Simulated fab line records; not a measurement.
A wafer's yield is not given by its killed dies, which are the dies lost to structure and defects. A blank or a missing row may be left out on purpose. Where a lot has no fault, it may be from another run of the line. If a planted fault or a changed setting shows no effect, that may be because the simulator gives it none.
Matching of chambers :: flow n5_finfet :: 4 sister chambers for N5_BEOL_M8_DESCUM_16 on rie_diel-04
The step chemistry O2, time 7.9 s. 4 wafers are shown with their chamber, then 7 later ones without.

WAFERS WITH THEIR CHAMBER
wafer: L093.2
chamber: 2
showerhead_plenum_p_Torr (Torr): 2.03

wafer: L093.4
chamber: 1
showerhead_plenum_p_Torr (Torr): 2.12

wafer: L093.6
chamber: 0
showerhead_plenum_p_Torr (Torr): 2.03

wafer: L091.5
chamber: 3
showerhead_plenum_p_Torr (Torr): 2.15

WAFERS WITH NO CHAMBER GIVEN
wafer: L091.6
showerhead_plenum_p_Torr (Torr): 2.03

wafer: L095.1
showerhead_plenum_p_Torr (Torr): 2.02

wafer: L095.3
showerhead_plenum_p_Torr (Torr): 2.11

wafer: L095.6
showerhead_plenum_p_Torr (Torr): 2.02

wafer: L097.1
showerhead_plenum_p_Torr (Torr): 2.02

wafer: L097.3
showerhead_plenum_p_Torr (Torr): 2.02

wafer: L097.6
showerhead_plenum_p_Torr (Torr): 2.02

THE CHAMBER EACH PASSED THROUGH
wafer: L091.6
from the rows above: can't be placed: 0 or 2
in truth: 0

wafer: L095.1
from the rows above: can't be placed: 0 or 2
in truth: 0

wafer: L095.3
from the rows above: 1
in truth: 1

wafer: L095.6
from the rows above: can't be placed: 0 or 2
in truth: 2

wafer: L097.1
from the rows above: can't be placed: 0 or 2
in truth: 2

wafer: L097.3
from the rows above: can't be placed: 0 or 2
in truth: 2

wafer: L097.6
from the rows above: can't be placed: 0 or 2
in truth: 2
1 of 7 placed correctly. These rows do not allow placing 6 (true chamber among the candidates in 6). Placed wrongly: 0.
How it was worked out, from the rows above alone: a wafer's distance from a chamber is the root of the sum, over the readings, of the square of ((its reading less the chamber's mean) divided by the reading's scatter). The wafer belongs to the nearest chamber; if the next one is less than 2 further off, it can't be placed. The mean given for a chamber averages the wafers shown for that chamber. The scatter: root of mean squared gap, hidden wafer to nearest shown wafer, with one shown wafer a chamber.
